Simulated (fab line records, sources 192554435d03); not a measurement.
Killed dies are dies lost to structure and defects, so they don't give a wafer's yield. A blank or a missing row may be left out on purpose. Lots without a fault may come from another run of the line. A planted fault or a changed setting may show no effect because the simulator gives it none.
A sampling plan put to the test | flow n5_finfet | one fab line, 35 faults that these records tell of, each judged on the records of the lots that it struck
The plan is the line's own looks: the steps of the route at which a gauge or an inspection reads the wafer and doesn't change it. A look can be judged if struck wafers have a number there and the file gives its usual mean and standard deviation on fault-free wafers. Caught: at a look after the fault's first step, the mean of the struck wafers lies 4 or more of those standard deviations (sigma) from the usual mean. On the tool: the same test on the tool's own readings at the fault's steps. Another recipe on the struck wafers, or a record that is blank for them alone, also counts as caught.

THE FAULTS, as the simulator had put them in
1. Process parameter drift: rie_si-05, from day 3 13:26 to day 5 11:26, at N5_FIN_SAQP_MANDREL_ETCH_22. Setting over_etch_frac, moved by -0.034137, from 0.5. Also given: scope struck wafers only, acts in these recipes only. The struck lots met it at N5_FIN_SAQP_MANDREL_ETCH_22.
2. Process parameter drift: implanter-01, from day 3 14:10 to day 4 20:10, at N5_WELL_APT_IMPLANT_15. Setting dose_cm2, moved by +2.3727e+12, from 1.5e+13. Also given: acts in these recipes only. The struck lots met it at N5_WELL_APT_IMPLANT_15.
3. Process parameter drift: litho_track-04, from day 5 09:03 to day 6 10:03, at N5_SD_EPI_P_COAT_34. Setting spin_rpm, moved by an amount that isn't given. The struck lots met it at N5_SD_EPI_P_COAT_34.
4. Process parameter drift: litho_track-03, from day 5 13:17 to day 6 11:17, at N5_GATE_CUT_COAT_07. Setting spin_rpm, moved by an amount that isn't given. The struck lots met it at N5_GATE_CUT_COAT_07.
5. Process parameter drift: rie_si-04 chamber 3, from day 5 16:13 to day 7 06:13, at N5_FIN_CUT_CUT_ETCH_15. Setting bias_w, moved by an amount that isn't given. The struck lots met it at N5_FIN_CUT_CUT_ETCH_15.
6. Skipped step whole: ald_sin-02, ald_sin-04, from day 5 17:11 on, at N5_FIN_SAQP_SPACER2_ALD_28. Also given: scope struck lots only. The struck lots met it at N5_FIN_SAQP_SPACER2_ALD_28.
7. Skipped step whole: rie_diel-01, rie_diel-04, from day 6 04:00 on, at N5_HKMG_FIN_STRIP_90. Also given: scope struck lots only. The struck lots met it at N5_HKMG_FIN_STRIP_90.
8. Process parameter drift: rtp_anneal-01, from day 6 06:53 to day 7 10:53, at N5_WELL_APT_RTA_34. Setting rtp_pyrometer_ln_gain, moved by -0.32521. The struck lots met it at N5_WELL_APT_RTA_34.
9. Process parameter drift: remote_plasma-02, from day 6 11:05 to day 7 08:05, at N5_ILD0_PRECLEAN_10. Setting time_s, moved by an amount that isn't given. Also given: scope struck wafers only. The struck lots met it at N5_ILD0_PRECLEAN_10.
10. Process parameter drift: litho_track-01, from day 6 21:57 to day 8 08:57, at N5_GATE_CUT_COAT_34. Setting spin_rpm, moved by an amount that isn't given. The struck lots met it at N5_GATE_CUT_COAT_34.
11. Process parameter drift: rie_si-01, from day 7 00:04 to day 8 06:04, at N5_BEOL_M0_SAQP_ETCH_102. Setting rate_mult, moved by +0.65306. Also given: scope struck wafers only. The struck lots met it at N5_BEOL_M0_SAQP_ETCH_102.
12. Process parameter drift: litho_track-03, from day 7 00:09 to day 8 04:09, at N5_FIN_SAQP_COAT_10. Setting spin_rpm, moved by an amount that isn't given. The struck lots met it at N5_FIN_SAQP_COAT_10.
13. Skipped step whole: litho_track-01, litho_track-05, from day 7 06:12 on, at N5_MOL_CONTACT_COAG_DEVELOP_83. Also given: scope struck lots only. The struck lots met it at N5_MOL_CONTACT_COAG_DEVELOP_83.
14. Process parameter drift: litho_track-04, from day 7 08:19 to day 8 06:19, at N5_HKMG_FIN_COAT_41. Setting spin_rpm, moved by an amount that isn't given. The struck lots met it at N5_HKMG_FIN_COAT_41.
15. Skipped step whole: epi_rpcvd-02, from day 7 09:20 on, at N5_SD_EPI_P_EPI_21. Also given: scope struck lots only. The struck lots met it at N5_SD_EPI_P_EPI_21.
16. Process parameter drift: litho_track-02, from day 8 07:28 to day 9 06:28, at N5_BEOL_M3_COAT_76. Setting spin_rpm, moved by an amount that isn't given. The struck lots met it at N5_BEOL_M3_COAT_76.
17. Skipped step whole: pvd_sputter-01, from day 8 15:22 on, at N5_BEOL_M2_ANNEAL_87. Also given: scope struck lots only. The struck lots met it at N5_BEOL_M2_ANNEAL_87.
18. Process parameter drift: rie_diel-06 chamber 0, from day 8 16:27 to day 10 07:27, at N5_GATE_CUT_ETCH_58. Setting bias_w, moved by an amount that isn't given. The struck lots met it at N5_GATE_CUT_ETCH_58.
19. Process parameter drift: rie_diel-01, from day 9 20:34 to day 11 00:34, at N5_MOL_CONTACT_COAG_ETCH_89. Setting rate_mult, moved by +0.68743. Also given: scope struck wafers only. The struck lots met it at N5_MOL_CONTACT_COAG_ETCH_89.
20. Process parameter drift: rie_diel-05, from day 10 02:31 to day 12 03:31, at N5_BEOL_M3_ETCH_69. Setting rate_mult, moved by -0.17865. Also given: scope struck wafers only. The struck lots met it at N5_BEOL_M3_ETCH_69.
21. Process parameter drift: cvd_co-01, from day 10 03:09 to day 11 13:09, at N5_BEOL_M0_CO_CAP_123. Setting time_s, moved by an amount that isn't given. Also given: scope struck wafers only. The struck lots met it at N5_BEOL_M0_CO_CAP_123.
22. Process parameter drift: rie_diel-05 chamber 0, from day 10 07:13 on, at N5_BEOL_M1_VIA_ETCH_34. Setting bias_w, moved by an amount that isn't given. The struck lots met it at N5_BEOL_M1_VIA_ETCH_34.
23. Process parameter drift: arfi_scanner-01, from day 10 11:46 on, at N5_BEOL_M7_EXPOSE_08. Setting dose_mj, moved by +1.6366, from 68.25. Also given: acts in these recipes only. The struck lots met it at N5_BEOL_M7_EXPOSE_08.
24. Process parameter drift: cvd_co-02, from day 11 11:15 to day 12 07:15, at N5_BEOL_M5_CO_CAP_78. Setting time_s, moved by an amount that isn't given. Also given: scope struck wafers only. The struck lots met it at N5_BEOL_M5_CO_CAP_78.
25. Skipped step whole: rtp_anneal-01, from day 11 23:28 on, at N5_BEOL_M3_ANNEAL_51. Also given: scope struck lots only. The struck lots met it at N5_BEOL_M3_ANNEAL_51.
26. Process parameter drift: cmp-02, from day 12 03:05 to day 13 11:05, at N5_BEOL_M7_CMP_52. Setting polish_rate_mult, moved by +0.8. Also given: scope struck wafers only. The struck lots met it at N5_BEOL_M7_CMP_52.
27. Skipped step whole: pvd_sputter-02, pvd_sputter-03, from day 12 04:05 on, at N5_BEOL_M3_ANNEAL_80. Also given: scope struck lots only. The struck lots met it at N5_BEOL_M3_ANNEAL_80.
28. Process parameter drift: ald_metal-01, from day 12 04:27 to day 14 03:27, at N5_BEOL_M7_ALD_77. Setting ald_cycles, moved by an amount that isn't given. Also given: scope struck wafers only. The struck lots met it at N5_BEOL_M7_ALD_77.
29. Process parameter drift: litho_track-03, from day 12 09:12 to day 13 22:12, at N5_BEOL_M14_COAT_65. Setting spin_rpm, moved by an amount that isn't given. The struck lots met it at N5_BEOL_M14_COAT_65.
30. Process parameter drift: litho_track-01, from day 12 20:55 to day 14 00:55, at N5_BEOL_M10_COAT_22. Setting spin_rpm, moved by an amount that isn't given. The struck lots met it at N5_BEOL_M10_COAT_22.
31. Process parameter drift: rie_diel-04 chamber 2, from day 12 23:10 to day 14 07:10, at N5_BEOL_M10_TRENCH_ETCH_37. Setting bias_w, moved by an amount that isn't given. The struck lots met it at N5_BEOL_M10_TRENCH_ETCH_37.
32. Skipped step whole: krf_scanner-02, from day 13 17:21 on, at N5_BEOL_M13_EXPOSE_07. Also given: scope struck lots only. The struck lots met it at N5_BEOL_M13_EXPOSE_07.
33. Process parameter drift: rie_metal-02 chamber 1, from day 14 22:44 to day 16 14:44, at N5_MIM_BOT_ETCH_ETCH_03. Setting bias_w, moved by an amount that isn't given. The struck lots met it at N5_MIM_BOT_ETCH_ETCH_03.
34. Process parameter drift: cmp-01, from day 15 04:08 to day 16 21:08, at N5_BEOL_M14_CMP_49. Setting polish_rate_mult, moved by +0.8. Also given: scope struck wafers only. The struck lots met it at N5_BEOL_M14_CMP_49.
35. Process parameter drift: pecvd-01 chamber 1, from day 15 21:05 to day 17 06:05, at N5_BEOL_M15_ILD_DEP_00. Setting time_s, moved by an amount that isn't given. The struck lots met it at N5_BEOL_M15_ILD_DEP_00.

WHAT THE PLAN SAW
fault | on the tool itself                               | first look that catches it                      | reading, sigma                                          | median hours from its first step to that look | hours from the fault's start to the first struck lot there | judged looks passed uncaught
1     | under 2 sigma                                    | not the one look that can be judged after it    | -                                                       | -                                             | -                                                          | 1
2     | dose_ions_cm2 +99 or beyond sigma                | none of the 2 looks that can be judged after it | -                                                       | -                                             | -                                                          | 2
3     | spin_speed_rpm +42 sigma                         | not the one look that can be judged after it    | -                                                       | -                                             | -                                                          | 1
4     | spin_speed_rpm +99 or beyond sigma               | none of the 2 looks that can be judged after it | -                                                       | -                                             | -                                                          | 2
5     | under 2 sigma                                    | not the one look that can be judged after it    | -                                                       | -                                             | -                                                          | 1
6     | the tool's record is blank for the struck wafers | no look after it can be judged                  | -                                                       | -                                             | -                                                          | 0
7     | the tool's record is blank for the struck wafers | not the one look that can be judged after it    | -                                                       | -                                             | -                                                          | 1
8     | lamp_zone_4_pct +40 sigma                        | none of the 3 looks that can be judged after it | -                                                       | -                                             | -                                                          | 3
9     | under 2 sigma                                    | none of the 2 looks that can be judged after it | strongest: GC_FILL_THK at N5_GATE_CUT_THK_MEAS_24, +3.9 | -                                             | -                                                          | 2
10    | spin_speed_rpm -89 sigma                         | none of the 2 looks that can be judged after it | -                                                       | -                                             | -                                                          | 2
11    | oes_product_au +14 sigma                         | not the one look that can be judged after it    | -                                                       | -                                             | -                                                          | 1
12    | spin_speed_rpm -99 or beyond sigma               | not the one look that can be judged after it    | -                                                       | -                                             | -                                                          | 1
13    | the tool's record is blank for the struck wafers | no look after it can be judged                  | -                                                       | -                                             | -                                                          | 0
14    | spin_speed_rpm -87 sigma                         | none of the 2 looks that can be judged after it | -                                                       | -                                             | -                                                          | 2
15    | the tool's record is blank for the struck wafers | no look after it can be judged                  | -                                                       | -                                             | -                                                          | 0
16    | spin_speed_rpm +99 or beyond sigma               | none of the 2 looks that can be judged after it | -                                                       | -                                             | -                                                          | 2
17    | the tool's record is blank for the struck wafers | not the one look that can be judged after it    | -                                                       | -                                             | -                                                          | 1
18    | bias_w +21 sigma                                 | not the one look that can be judged after it    | -                                                       | -                                             | -                                                          | 1
19    | etch_rf_on_time_s -19 sigma                      | not the one look that can be judged after it    | -                                                       | -                                             | -                                                          | 1
20    | etch_rf_on_time_s +10 sigma                      | not the one look that can be judged after it    | -                                                       | -                                             | -                                                          | 1
21    | run_length_s -50 sigma                           | not the one look that can be judged after it    | -                                                       | -                                             | -                                                          | 1
22    | bias_w +43 sigma                                 | not the one look that can be judged after it    | -                                                       | -                                             | -                                                          | 1
23    | exposure_dose_mJ_cm2 +21 sigma                   | no look after it can be judged                  | -                                                       | -                                             | -                                                          | 0
24    | run_length_s +99 or beyond sigma                 | not the one look that can be judged after it    | -                                                       | -                                             | -                                                          | 1
25    | the tool's record is blank for the struck wafers | none of the 2 looks that can be judged after it | strongest: M3_RS at N5_BEOL_M3_RS_MEAS_58, +3.8         | -                                             | -                                                          | 2
26    | barrier_field_endpoint_s -18 sigma               | no look after it can be judged                  | -                                                       | -                                             | -                                                          | 0
27    | the tool's record is blank for the struck wafers | not the one look that can be judged after it    | -                                                       | -                                             | -                                                          | 1
28    | under 2 sigma                                    | not the one look that can be judged after it    | -                                                       | -                                             | -                                                          | 1
29    | spin_speed_rpm +99 or beyond sigma               | no look after it can be judged                  | -                                                       | -                                             | -                                                          | 0
30    | spin_speed_rpm +99 or beyond sigma               | no look after it can be judged                  | -                                                       | -                                             | -                                                          | 0
31    | bias_w +20 sigma                                 | no look after it can be judged                  | -                                                       | -                                             | -                                                          | 0
32    | no reading that can be judged                    | no look after it can be judged                  | -                                                       | -                                             | -                                                          | 0
33    | bias_w -58 sigma                                 | no look after it can be judged                  | -                                                       | -                                             | -                                                          | 0
34    | barrier_field_endpoint_s -17 sigma               | no look after it can be judged                  | -                                                       | -                                             | -                                                          | 0
35    | run_length_s -21 sigma                           | not the one look that can be judged after it    | -                                                       | -                                             | -                                                          | 1
A dash: the fault isn't caught, or these records don't give the number.

Caught at a look: 0 of 35. Caught on the tool: 30 of 35. By one or the other: 30 of 35.
Caught on the tool alone: faults 2, 3, 4, 6, 7, 8, 10, 11, 12, 13, 14, 15, 16, 17, 18, 19, 20, 21, 22, 23, 24, 25, 26, 27, 29, 30, 31, 33, 34, 35.
Caught by neither: faults 1, 5, 9, 28, 32.
